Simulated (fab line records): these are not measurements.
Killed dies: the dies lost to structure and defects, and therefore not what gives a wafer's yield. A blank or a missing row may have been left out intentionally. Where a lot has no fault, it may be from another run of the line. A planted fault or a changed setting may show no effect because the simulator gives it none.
Matching of chambers + flow nand_harc + 3 sister chambers for NHARC_A_CHANNEL_HOLE_D1_DEP_01 on pecvd-04
The step deposits SiON, target thk 140 nm. 6 wafers are shown with their chamber, then 7 later ones without.

WAFERS WITH THEIR CHAMBER
| wafer  | chamber | heater_power_w (W) |
|--------|---------|--------------------|
| L624.3 | 2       | 668                |
| L624.6 | 0       | 781                |
| L633.2 | 2       | 655                |
| L633.3 | 1       | 904                |
| L637.3 | 1       | 766                |
| L637.4 | 0       | 736                |

WAFERS WITHOUT THEIR CHAMBER
| wafer  | heater_power_w (W) |
|--------|--------------------|
| L637.6 | 774                |
| L640.4 | 657                |
| L640.5 | 807                |
| L640.6 | 647                |
| L641.2 | 875                |
| L641.3 | 676                |
| L641.5 | 900                |

WHICH CHAMBER EACH WENT THROUGH
| wafer  | from the rows above          | in truth |
|--------|------------------------------|----------|
| L637.6 | can't be placed: 0 or 1 or 2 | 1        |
| L640.4 | can't be placed: 2 or 0      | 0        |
| L640.5 | can't be placed: 1 or 0 or 2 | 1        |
| L640.6 | can't be placed: 2 or 0      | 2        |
| L641.2 | can't be placed: 1 or 0      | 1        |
| L641.3 | can't be placed: 2 or 0      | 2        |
| L641.5 | can't be placed: 1 or 0      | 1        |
0 of 7 placed correctly. Unplaceable from these rows: 7, with the true chamber sitting among the candidates in 7. Wrongly placed: 0.
How it was worked out, from the rows above alone: a wafer's distance from a chamber is the root of the sum, over the readings, of the square of ((its reading less the chamber's mean) divided by the reading's scatter). If the next closest chamber is less than 2 further off than the closest, the wafer can't be placed; otherwise it belongs to the closest. A chamber's mean is the mean of its shown wafers. How the scatter is found: for the shown wafers, subtract from each reading the mean of its chamber, square and add these, divide the total by (wafers less chambers), then take the root.
